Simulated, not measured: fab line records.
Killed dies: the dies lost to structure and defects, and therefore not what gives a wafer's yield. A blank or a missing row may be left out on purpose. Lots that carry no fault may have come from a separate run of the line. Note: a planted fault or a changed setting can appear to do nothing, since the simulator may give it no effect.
Split-lot experiment	flow n5 finfet	21 wafers read across 7 lots, on a route 1938 steps long

## ON THE SPLIT
At N5_BEOL_M11_EXPOSE_08 (exposes mask M11), the setting dose mj was moved away from the recipe's 53.75 on 8 of the 21 wafers read, by -7.0% to +6.7%. The other wafers ran this setting at the recipe's value.

## FROM THE SPLIT TO THE READING: what the file shows between them, 18 steps
- N5_BEOL_M11_PEB_09: peb time 60 s
- N5_BEOL_M11_DEVELOP_10: develop time 30 s
- N5_BEOL_M11_CD_MEAS_11: target cd 64.1 nm
- N5_BEOL_M11_DESCUM_16: chemistry O2, time 7.9 s
- N5_BEOL_M11_ETCH_61: etches SiARC in CF4, target depth 39 nm, time 65 s
- N5_BEOL_M11_ETCH_62: etches SOC in N2/H2, target depth 110 nm, overetch 22 nm, time 165 s
- N5_BEOL_M11_STRIP_68: strips in N2/H2
- N5_BEOL_M11_STRIP_67: strips in CF4
- N5_BEOL_M11_HM_OPEN_17: chemistry Cl2/BCl3, target TiN, target depth 20 nm, overetch 6 nm
- N5_BEOL_M11_STRIP_19: strips in O2
- N5_BEOL_M11_CD_MEAS_18: pitch 140 nm, target cd 70 nm
- N5_BEOL_M11_COAT_63: time 60 s, resist thk 100 nm
- N5_BEOL_M11_COAT_64: time 60 s, resist thk 30 nm
- N5_BEOL_M11_STRIP_77: strips in N2/H2, time 10 s
- N5_BEOL_M11_HM_STRIP_39: strips TiN in peroxide tin strip, target depth 25 nm, time 158 s
- N5_BEOL_M11_SRD_40: time 30 s
- N5_BEOL_M11_PRECLEAN_42: cleans in residue remover, time 60 s
- N5_BEOL_M11_SRD_43: time 30 s

## THE READING
cd nm at N5_BEOL_M11_CD_MEAS_35, given in nm (cd target 70 nm). A value of 70.2 nm with a standard deviation of 0.57 nm is what fault-free wafers of this fab line usually give.

wafer	tool, chamber at the split	dose mj as run	against the recipe	cd nm, nm	against lot-mates on the recipe
L075.3	arfi scanner-01, 0	57.25	+6.5%	73.8	+4.2
L075.4	arfi scanner-01, 0	57.25	+6.5%	73.9	+4.3
L075.6	arfi scanner-01, 0	53.75	recipe	69.6	-
L076.2	arfi scanner-02, 0	53.75	recipe	70.5	-
L076.3	arfi scanner-02, 0	50.32	-6.4%	67.1	-3.2
L076.5	arfi scanner-02, 0	53.75	recipe	70.2	-
L078.3	arfi scanner-02, 0	53.75	recipe	70.1	-
L078.4	arfi scanner-02, 0	53.75	recipe	70.1	-
L078.6	arfi scanner-02, 0	53.75	recipe	70.4	-
L081.1	arfi scanner-02, 0	53.75	recipe	71.0	-
L081.2	arfi scanner-02, 0	55.08	+2.5%	72.1	+1.1
L081.5	arfi scanner-02, 0	55.08	+2.5%	71.7	+0.7
L086.1	arfi scanner-03, 0	53.75	recipe	71.1	-
L086.2	arfi scanner-03, 0	53.75	recipe	71.1	-
L086.4	arfi scanner-03, 0	53.75	recipe	70.8	-
L087.1	arfi scanner-01, 0	57.35	+6.7%	73.9	+4.2
L087.3	arfi scanner-01, 0	57.35	+6.7%	73.2	+3.5
L087.4	arfi scanner-01, 0	53.75	recipe	69.7	-
L096.3	arfi scanner-03, 0	53.75	recipe	69.0	-
L096.4	arfi scanner-03, 0	53.75	recipe	69.0	-
L096.5	arfi scanner-03, 0	50.01	-7.0%	65.4	-3.6

THE FIT
A straight line over all 21 wafers: cd nm changes by +0.56 nm for each +1% of dose mj; r = +0.95; the points scatter about the line by 0.65 nm.
The same after taking each lot's own level away (the mean of its wafers on the recipe; 21 wafers): +0.567 nm for each +1%; r = +0.99; scatter 0.31 nm.
On that fit, the largest move of dose mj shifts the reading by 3.9 nm.
The span of the lots' own levels, 69.00 to 71.00 nm, comes to 3.5 times the standard deviation stated above.
Hence the lot-to-lot level has little effect on the slope; both slopes agree.
Check: with one of the wafers moved furthest among these (-7.0%) left out of the fit, the line predicts -4.02 nm for it against its lot-mates. Against them it came out at -3.6 nm.

## THE WHOLE CHAIN: every reading that the file lists as answering this split, in the file's order
step	what it does	reading	change (the file's fit)	r (the file's)
N5_BEOL_M11_CD_MEAS_11	target cd 64.1 nm	cd nm	+0.532 nm for each +1% of the setting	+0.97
N5_BEOL_M11_ETCH_61	etches SiARC in CF4, target depth 39 nm, time 65 s	BEOL_M11.cd offset nm (the simulator's own value, which no gauge read)	+0.546 nm for each +1% of the setting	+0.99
N5_BEOL_M11_ETCH_62	etches SOC in N2/H2, target depth 110 nm, overetch 22 nm, time 165 s	BEOL_M11.cd offset nm (the simulator's own value, which no gauge read)	+0.532 nm for each +1% of the setting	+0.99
N5_BEOL_M11_CD_MEAS_18	pitch 140 nm, target cd 70 nm	cd nm	+0.506 nm for each +1% of the setting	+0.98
N5_BEOL_M11_CD_MEAS_35	target cd 70 nm	cd nm	+0.552 nm for each +1% of the setting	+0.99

## THE FILE'S OWN FIT
cd nm changes by +0.552 nm for each +1% of dose mj, r = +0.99.
